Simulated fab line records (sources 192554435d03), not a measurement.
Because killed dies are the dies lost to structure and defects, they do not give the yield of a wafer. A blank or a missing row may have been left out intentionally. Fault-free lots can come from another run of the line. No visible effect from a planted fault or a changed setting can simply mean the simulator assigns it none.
Matching of chambers || flow n5-finfet || N5_DUMMY_GATE_TRIM_49 on rie-si-06 has 4 sister chambers
The step chemistry O2, time 29 s, target cd 14 nm. 4 wafers are shown with their chamber, then 9 later ones without.

== WAFERS, EACH WITH ITS CHAMBER ==
{"wafer": "L083.2", "chamber": 2, "drypump-motor-current-A (A)": 5.6}
{"wafer": "L084.1", "chamber": 3, "drypump-motor-current-A (A)": 5.3}
{"wafer": "L084.2", "chamber": 0, "drypump-motor-current-A (A)": 6.1}
{"wafer": "L084.4", "chamber": 1, "drypump-motor-current-A (A)": 6.1}

== WAFERS MISSING THEIR CHAMBER ==
{"wafer": "L086.1", "drypump-motor-current-A (A)": 5.3}
{"wafer": "L086.3", "drypump-motor-current-A (A)": 6.1}
{"wafer": "L086.4", "drypump-motor-current-A (A)": 6.1}
{"wafer": "L087.3", "drypump-motor-current-A (A)": 5.3}
{"wafer": "L087.4", "drypump-motor-current-A (A)": 6.1}
{"wafer": "L087.6", "drypump-motor-current-A (A)": 6.0}
{"wafer": "L093.2", "drypump-motor-current-A (A)": 5.6}
{"wafer": "L093.4", "drypump-motor-current-A (A)": 6.1}
{"wafer": "L093.6", "drypump-motor-current-A (A)": 6.0}

== WHICH CHAMBER EACH WENT THROUGH ==
{"wafer": "L086.1", "from the rows above": 3, "in truth": 3}
{"wafer": "L086.3", "from the rows above": "can't be placed: 0 or 1", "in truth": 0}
{"wafer": "L086.4", "from the rows above": "can't be placed: 0 or 1", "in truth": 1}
{"wafer": "L087.3", "from the rows above": 3, "in truth": 3}
{"wafer": "L087.4", "from the rows above": "can't be placed: 0 or 1", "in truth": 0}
{"wafer": "L087.6", "from the rows above": "can't be placed: 0 or 1", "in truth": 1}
{"wafer": "L093.2", "from the rows above": 2, "in truth": 2}
{"wafer": "L093.4", "from the rows above": "can't be placed: 0 or 1", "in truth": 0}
{"wafer": "L093.6", "from the rows above": "can't be placed: 0 or 1", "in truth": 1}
Correctly placed: 3 of 9. From these rows, 6 cannot be placed; in 6 the true chamber is one of the candidates. Placed wrongly: 0.
How it was worked out, from the rows above alone: a wafer's distance from a chamber is the root of the sum, over the readings, of the square of ((its reading less the chamber's mean) divided by the reading's scatter). The wafer belongs to the nearest chamber; if the next one is less than 2 further off, it can't be placed. Each chamber's mean is taken over the wafers shown for it. The scatter: root of mean squared gap, hidden wafer to nearest shown wafer, with one shown wafer a chamber.
